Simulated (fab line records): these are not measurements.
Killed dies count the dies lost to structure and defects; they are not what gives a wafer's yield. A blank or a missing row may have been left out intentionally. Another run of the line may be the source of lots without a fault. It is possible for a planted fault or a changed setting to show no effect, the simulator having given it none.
Chamber matching | flow n5_finfet | N5_BEOL_M8_PECVD_70 on pecvd-04 has 3 sister chambers
The step deposits SiO2 from TEOS/O2, target thk 20 nm, time 22.7 s. 22 wafers are shown with their chamber, then 11 later ones without.

== WAFERS WITH THEIR CHAMBER ==
wafer  | chamber | showerhead_plenum_p_Torr (Torr) | throttle_valve_pct (%) | heater_power_w (W)
L076.2 | 2       | 8.67                            | 23.2                   | 879
L076.3 | 1       | 8.72                            | 21.8                   | 717
L076.6 | 0       | 8.77                            | 22.8                   | 862
L077.1 | 0       | 8.77                            | 22.9                   | 868
L077.2 | 2       | 8.66                            | 23.0                   | 914
L077.4 | 2       | 8.65                            | 23.0                   | 901
L079.1 | 0       | 8.78                            | 23.1                   | 954
L079.3 | 2       | 8.65                            | 23.3                   | 870
L079.5 | 1       | 8.73                            | 21.6                   | 786
L078.1 | 2       | 8.66                            | 23.3                   | 799
L078.2 | 1       | 8.70                            | 21.5                   | 709
L078.6 | 2       | 8.66                            | 23.0                   | 818
L084.1 | 0       | 8.79                            | 22.8                   | 958
L084.2 | 2       | 8.64                            | 23.0                   | 862
L084.5 | 0       | 8.76                            | 22.7                   | 932
L085.2 | 2       | 8.66                            | 23.4                   | 879
L085.5 | 1       | 8.70                            | 21.9                   | 749
L085.6 | 0       | 8.77                            | 23.0                   | 945
L087.2 | 0       | 8.78                            | 23.4                   | 890
L087.4 | 2       | 8.67                            | 23.5                   | 825
L087.6 | 0       | 8.77                            | 23.0                   | 914
L088.1 | 1       | 8.75                            | 21.6                   | 761

SIGNATURES (means of the wafers above)
reading                  | chamber 0 | chamber 1 | chamber 2 | scatter within a chamber
showerhead_plenum_p_Torr | 8.7737    | 8.7200    | 8.6578    | 0.0129
throttle_valve_pct       | 22.962    | 21.680    | 23.189    | 0.199
heater_power_w           | 915.38    | 744.40    | 860.78    | 37.2
Rule: for a wafer and a chamber, the distance is found by dividing, reading by reading, the gap between the wafer's reading and the chamber's mean by the reading's scatter, squaring, summing and taking the root. The wafer belongs to the nearest chamber; if the next one is less than 2 further off, it can't be placed. How the scatter is found: for the shown wafers, subtract from each reading the mean of its chamber, square and add these, divide the total by (wafers less chambers), then take the root.

== WAFERS WITHOUT THEIR CHAMBER ==
wafer  | showerhead_plenum_p_Torr (Torr) | throttle_valve_pct (%) | heater_power_w (W)
L088.5 | 8.64                            | 23.1                   | 861
L088.6 | 8.77                            | 22.8                   | 943
L089.2 | 8.72                            | 21.6                   | 731
L089.4 | 8.77                            | 23.1                   | 843
L089.6 | 8.73                            | 21.7                   | 720
L090.1 | 8.66                            | 23.6                   | 899
L090.2 | 8.76                            | 22.7                   | 947
L090.6 | 8.79                            | 23.3                   | 953
L097.1 | 8.65                            | 23.6                   | 773
L097.4 | 8.67                            | 23.6                   | 786
L097.6 | 8.78                            | 23.2                   | 862

== CHAMBER TAKEN BY EACH ==
wafer  | from the rows above | in truth
L088.5 | 2                   | 2
L088.6 | 0                   | 0
L089.2 | 1                   | 1
L089.4 | 0                   | 0
L089.6 | 1                   | 1
L090.1 | 2                   | 2
L090.2 | 0                   | 0
L090.6 | 0                   | 0
L097.1 | 2                   | 2
L097.4 | 2                   | 2
L097.6 | 0                   | 0
Correctly placed: 11 of 11. Left unplaced by these rows: 0. Wrongly placed: 0.
